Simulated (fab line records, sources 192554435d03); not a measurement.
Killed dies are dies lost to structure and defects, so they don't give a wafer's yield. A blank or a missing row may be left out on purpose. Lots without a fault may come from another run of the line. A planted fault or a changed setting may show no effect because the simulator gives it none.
One fault seen from 3 desks | flow n5_finfet | each desk has only its own numbers; what lay behind them comes last

THE METROLOGY DESK
What the gauges read, lot by lot, whatever tool the lot ran on: means of the sampled wafers that have a number. A lot is out of limits, marked OUT, if its mean lies more than 4 standard deviations from the usual mean; the brackets give that distance. Of its 12 readings 7 are shown: those that lie furthest out on some lot.
Columns: A = VG_OVL at N5_MOL_CONTACT_COAG_OVL_MEAS_85, usual 0.3 nm; B = IOFF_P at N5_BEOL_M4_RC_MEAS_101, usual 0.210 nA/um; C = ION_N at N5_BEOL_M4_RC_MEAS_101, usual 677 uA/um; D = ION_P at N5_BEOL_M4_RC_MEAS_101, usual 465 uA/um; E = SS_P at N5_BEOL_M4_RC_MEAS_101, usual 73.2 mV/dec; F = VT_N at N5_BEOL_M4_RC_MEAS_101, usual 249.9 mV; G = VT_P at N5_BEOL_M4_RC_MEAS_101, usual -250 mV
lot  | first seen here | A    | B     | C   | D   | E    | F     | G
L205 | day 5 11:10     | 0.5  | 0.230 | 687 | 473 | 73.6 | 246.3 | -247
L204 | day 5 15:02     | -0.0 | 0.204 | 672 | 462 | 73.8 | 252.0 | -253
L208 | day 6 18:09     | 1.5  | 0.200 | 681 | 462 | 73.6 | 249.6 | -253
L211 | day 7 00:00     | 0.3  | 0.232 | 674 | 467 | 73.2 | 248.2 | -246
L219 | day 9 03:05     | -0.3 | 0.171 | 658 | 453 | 72.8 | 252.2 | -256
L222 | day 9 23:17     | -0.7 | 0.206 | 676 | 465 | 73.4 | 248.9 | -249
L223 | day 10 03:44    | -0.9 | 0.166 | 671 | 455 | 72.4 | 251.2 | -254
This desk's finding: nothing out of limits on any of the 7 lots.

THE DEFECT DESK
What the inspections along the route counted, lot by lot: means of the sampled wafers that have a number. A lot is out of limits, marked OUT, if its mean lies more than 4 standard deviations from the usual mean; the brackets give that distance.
Columns: A = raw_defect_count at N5_MOL_CONTACT_COAG_INSPECT_57, usual 220
lot  | first seen here | A
L205 | day 5 11:15     | 277
L204 | day 5 15:07     | 137
L208 | day 6 18:14     | 177
L211 | day 7 00:05     | 264
L219 | day 9 03:11     | 326
L222 | day 9 23:22     | 264
L223 | day 10 03:49    | 166
This desk's finding: nothing out of limits on any of the 7 lots.

THE TOOL OWNER'S DESK: ald_sin-03
The tool's own readings at N5_MOL_CONTACT_COAG_ALD_131 (deposits SiO2, target thk 5 nm, pulse time 1 s, co reactant pulse time 1 s): means of the sampled wafers that have a number, for each lot that ran on this tool. A lot is out of limits, marked OUT, if its mean lies more than 4 standard deviations from the usual mean; the brackets give that distance.
Columns: A = heater_power_w at N5_MOL_CONTACT_COAG_ALD_131, usual 79 W; B = precursor_pulse_height_rel at N5_MOL_CONTACT_COAG_ALD_131, usual 0.999
lot  | first seen here | A  | B
L204 | day 5 15:17     | 77 | 1.000
L208 | day 6 18:52     | 74 | 0.998
L211 | day 7 00:28     | 73 | 1.010
L219 | day 9 03:42     | 78 | 1.012
L222 | day 9 23:32     | 74 | 0.993
L223 | day 10 04:13    | 78 | 1.002
This desk's finding: nothing out of limits on any of the 6 lots.

PUT TOGETHER
The metrology desk saw nothing out of limits.
The defect desk saw nothing out of limits.
The tool owner's desk saw nothing out of limits.

WHAT THE SIMULATOR HAD PUT IN
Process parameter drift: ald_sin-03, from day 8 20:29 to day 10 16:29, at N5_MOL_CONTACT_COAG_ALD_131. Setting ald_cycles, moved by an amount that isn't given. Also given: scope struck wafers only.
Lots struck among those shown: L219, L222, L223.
